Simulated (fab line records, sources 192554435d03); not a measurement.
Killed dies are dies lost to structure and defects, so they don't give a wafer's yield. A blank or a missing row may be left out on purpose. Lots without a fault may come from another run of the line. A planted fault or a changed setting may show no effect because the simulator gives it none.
Which tool did it? | flow n5_finfet | 10 lots, 30 wafers sampled, at 2 steps of a route of 1938

WHAT THE GAUGES READ, wafer by wafer
N5_BEOL_M4_RC_MEAS_101. Usual: DIBL_N 36.0 mV/V, standard deviation 1.7; DIBL_P 36.0 mV/V, standard deviation 2; IOFF_N 0.156 nA/um, standard deviation 0.028; IOFF_P 0.21 nA/um, standard deviation 0.04; ION_N 673 uA/um, standard deviation 12; ION_P 463 uA/um, standard deviation 8.3; SS_N 71.4 mV/dec, standard deviation 0.6; SS_P 73.3 mV/dec, standard deviation 0.66; VT_N 250 mV, standard deviation 3; VT_P -250 mV, standard deviation 3.8.
lot  | measured     | on        | DIBL_N (mV/V)  | DIBL_P (mV/V)  | IOFF_N (nA/um)    | IOFF_P (nA/um) | ION_N (uA/um) | ION_P (uA/um) | SS_N (mV/dec)  | SS_P (mV/dec)  | VT_N (mV)   | VT_P (mV)      | flag
L948 | day 9 16:02  | prober-02 | 36.1 36.3 36.6 | 35.1 35.6 35.9 | 0.155 0.168 0.159 | 0.20 0.22 0.22 | 669 681 673   | 462 465 461   | 71.7 70.9 71.8 | 73.6 73.2 74.5 | 252 248 251 | -251 -247 -250 |
L950 | day 10 11:10 | prober-02 | 32.3 34.6 34.7 | 32.4 35.4 35.3 | 0.112 0.156 0.142 | 0.19 0.23 0.22 | 658 682 660   | 462 467 459   | 70.2 71.0 71.6 | 72.7 73.5 73.2 | 254 250 252 | -249 -247 -247 |
L951 | day 10 20:08 | prober-01 | 39.2 32.8 35.6 | 38.8 30.8 34.7 | 0.220 0.107 0.146 | 0.28 0.16 0.21 | 699 658 670   | 477 465 463   | 72.1 70.5 71.4 | 74.7 72.3 73.2 | 243 254 252 | -247 -252 -252 |
L952 | day 10 22:46 | prober-02 | 35.4 33.6 35.8 | 35.3 34.6 36.7 | 0.164 0.139 0.188 | 0.23 0.23 0.27 | 678 672 695   | 467 474 480   | 71.0 70.8 71.8 | 72.4 72.7 73.8 | 247 248 246 | -245 -247 -245 |
L954 | day 11 05:07 | prober-01 | 35.5 37.3 37.1 | 34.7 36.9 37.1 | 0.141 0.182 0.174 | 0.20 0.23 0.24 | 656 684 688   | 460 472 467   | 70.8 71.4 71.6 | 73.3 72.7 73.9 | 254 249 249 | -251 -248 -248 |
L958 | day 12 11:52 | prober-01 | 34.1 33.2 32.0 | 35.3 33.7 32.7 | 0.130 0.116 0.098 | 0.16 0.15 0.13 | 660 672 652   | 447 451 450   | 71.4 71.2 70.7 | 72.9 72.9 72.6 | 252 251 257 | -257 -256 -257 |
L959 | day 13 01:37 | prober-02 | 34.4 35.9 34.5 | 34.3 36.0 33.9 | 0.118 0.145 0.125 | 0.18 0.21 0.18 | 667 662 662   | 462 456 463   | 70.8 71.1 71.1 | 72.6 73.1 72.5 | 256 250 252 | -251 -251 -252 |
L961 | day 13 08:37 | prober-02 | 34.3 34.2 34.4 | 34.3 33.8 34.6 | 0.137 0.136 0.143 | 0.20 0.19 0.21 | 671 672 675   | 463 468 472   | 71.6 70.3 70.9 | 73.4 72.6 73.2 | 252 250 249 | -247 -249 -245 |
L960 | day 13 12:47 | prober-01 | 38.1 37.2 38.8 | 38.5 36.4 38.3 | 0.208 0.179 0.202 | 0.24 0.20 0.25 | 692 673 686   | 468 455 466   | 71.7 71.9 72.1 | 73.9 73.5 74.6 | 247 249 246 | -249 -254 -250 |
L963 | day 14 00:35 | prober-02 | 36.8 36.1 36.3 | 37.8 37.0 36.7 | 0.184 0.167 0.166 | 0.23 0.21 0.21 | 694 684 680   | 471 464 459   | 71.0 71.1 71.8 | 73.2 72.9 73.4 | 246 248 247 | -249 -251 -253 |

N5_BEOL_M10_OCD_MEAS_38. Usual: trench_depth_nm 149.7 nm, standard deviation 2.8.
lot  | measured     | on     | trench_depth_nm (nm) | flag
L948 | day 12 00:41 | ocd-02 | 145.9 150.7 150.7    |
L950 | day 12 17:19 | ocd-02 | 152.6 150.1 149.1    |
L951 | day 13 05:23 | ocd-01 | 150.1 147.2 148.9    |
L952 | day 13 03:56 | ocd-02 | 145.7 147.4 146.8    |
L954 | day 13 11:19 | ocd-02 | 148.7 150.8 148.3    |
L958 | day 14 16:49 | ocd-02 | 146.1 144.8 143.9    |
L959 | day 15 07:56 | ocd-02 | 155.4 153.8 154.2    |
L961 | day 15 19:03 | ocd-02 | 150.6 150.1 146.0    |
L960 | day 15 19:06 | ocd-01 | 151.6 150.8 153.4    |
L963 | day 16 13:47 | ocd-02 | 151.3 153.7 152.6    |

WHICH TOOL RAN EACH LOT (tool, then ch and the chambers of the sampled wafers, then the start)
The record holds no process step before these readings.

WHAT THE TOOLS THEMSELVES READ (means of the sampled wafers that have a number; where no wafer has one, the mark that the record gives instead)
The record holds no such reading with a usual standard deviation.

THE ANSWER, worked out from the rows above alone
Rule: a lot is off if the mean of its wafers that have a number lies more than 3 standard deviations from the usual mean. A lot without any number at a reading at which 4 lots or more have one is off too. The other lots that the step has rows for count as sound. The gauges are gone through in route order, then the tools' own readings, and for those a lot's mean is taken as printed above. The first step at which some lot is off is used, and at that step the reading that is off furthest; a lot without a number counts as furthest.
No lot is off at any reading shown: from this, nothing can be told.

WHAT THE SIMULATOR HAD PUT IN
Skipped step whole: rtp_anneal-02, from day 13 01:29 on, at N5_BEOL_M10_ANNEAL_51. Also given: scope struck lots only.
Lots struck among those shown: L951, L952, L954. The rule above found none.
